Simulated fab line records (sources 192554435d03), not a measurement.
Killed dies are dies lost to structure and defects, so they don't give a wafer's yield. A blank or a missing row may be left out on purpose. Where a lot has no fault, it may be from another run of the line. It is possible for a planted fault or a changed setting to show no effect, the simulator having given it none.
Chamber matching / flow n5Finfet / N5_BEOL_M4_PECVD_72 on pecvd-03 has 3 sister chambers
The step deposits SiO2 from TEOS/O2, target thk 16 nm, time 18 s. 6 wafers are shown with their chamber, then 7 later ones without.

== EACH WAFER AND ITS CHAMBER ==
wafer=L084.5; chamber=2; throttleValvePct (%)=21.9; showerheadPlenumPTorr (Torr)=8.83
wafer=L084.6; chamber=1; throttleValvePct (%)=22.3; showerheadPlenumPTorr (Torr)=8.84
wafer=L090.2; chamber=1; throttleValvePct (%)=22.2; showerheadPlenumPTorr (Torr)=8.83
wafer=L090.4; chamber=0; throttleValvePct (%)=22.8; showerheadPlenumPTorr (Torr)=8.71
wafer=L094.2; chamber=2; throttleValvePct (%)=21.7; showerheadPlenumPTorr (Torr)=8.83
wafer=L094.3; chamber=0; throttleValvePct (%)=22.9; showerheadPlenumPTorr (Torr)=8.72

== WAFERS WITH NO CHAMBER GIVEN ==
wafer=L094.4; throttleValvePct (%)=22.3; showerheadPlenumPTorr (Torr)=8.85
wafer=L095.1; throttleValvePct (%)=21.9; showerheadPlenumPTorr (Torr)=8.82
wafer=L095.4; throttleValvePct (%)=22.0; showerheadPlenumPTorr (Torr)=8.81
wafer=L095.5; throttleValvePct (%)=22.2; showerheadPlenumPTorr (Torr)=8.83
wafer=L096.1; throttleValvePct (%)=22.7; showerheadPlenumPTorr (Torr)=8.72
wafer=L096.2; throttleValvePct (%)=22.1; showerheadPlenumPTorr (Torr)=8.81
wafer=L096.6; throttleValvePct (%)=23.1; showerheadPlenumPTorr (Torr)=8.74

== EACH ONE'S CHAMBER ==
wafer=L094.4; from the rows above=1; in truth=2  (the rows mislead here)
wafer=L095.1; from the rows above=2; in truth=2
wafer=L095.4; from the rows above=can't be placed: 2 or 1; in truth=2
wafer=L095.5; from the rows above=1; in truth=1
wafer=L096.1; from the rows above=0; in truth=0
wafer=L096.2; from the rows above=can't be placed: 2 or 1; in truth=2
wafer=L096.6; from the rows above=0; in truth=0
4 of 7 placed correctly. Can't be placed from these rows: 2 (the true chamber is among the candidates in 2). Wrongly placed: 1.
How it was worked out, from the rows above alone: a wafer's distance from a chamber is the root of the sum, over the readings, of the square of ((its reading less the chamber's mean) divided by the reading's scatter). The wafer belongs to the nearest chamber; if the next one is less than 2 further off, it can't be placed. Each chamber's mean is taken over the wafers shown for it. How the scatter is found: for the shown wafers, subtract from each reading the mean of its chamber, square and add these, divide the total by (wafers less chambers), then take the root.
